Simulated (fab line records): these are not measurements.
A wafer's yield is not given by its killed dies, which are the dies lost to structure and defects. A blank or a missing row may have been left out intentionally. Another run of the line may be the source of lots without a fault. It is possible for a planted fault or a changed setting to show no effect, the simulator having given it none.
Matching of chambers + flow n5 finfet + pecvd-04 running N5_BEOL_M6_PECVD_70: 3 sister chambers
The step deposits SiO2 from TEOS/O2, target thk 20 nm, time 22.7 s. 3 wafers are shown with their chamber, then 7 later ones without.

EACH WAFER AND ITS CHAMBER
| wafer  | chamber | showerhead plenum p Torr (Torr) |
|--------|---------|---------------------------------|
| L085.4 | 0       | 8.87                            |
| L085.6 | 2       | 8.75                            |
| L088.4 | 1       | 8.71                            |

WAFERS MISSING THEIR CHAMBER
| wafer  | showerhead plenum p Torr (Torr) |
|--------|---------------------------------|
| L088.6 | 8.76                            |
| L090.3 | 8.71                            |
| L090.4 | 8.69                            |
| L090.5 | 8.86                            |
| L091.2 | 8.71                            |
| L091.4 | 8.75                            |
| L091.6 | 8.88                            |

CHAMBER TAKEN BY EACH
| wafer  | from the rows above | in truth |
|--------|---------------------|----------|
| L088.6 | 2                   | 2        |
| L090.3 | 1                   | 1        |
| L090.4 | 1                   | 1        |
| L090.5 | 0                   | 0        |
| L091.2 | 1                   | 1        |
| L091.4 | 2                   | 2        |
| L091.6 | 0                   | 0        |
7 of 7 placed correctly. Can't be placed from these rows: 0. 0 placed wrongly.
How it was worked out, from the rows above alone: a wafer's distance from a chamber is the root of the sum, over the readings, of the square of ((its reading less the chamber's mean) divided by the reading's scatter). If the next closest chamber is less than 2 further off than the closest, the wafer can't be placed; otherwise it belongs to the closest. Each chamber's mean is taken over the wafers shown for it. The scatter: root of mean squared gap, hidden wafer to nearest shown wafer, with one shown wafer a chamber.
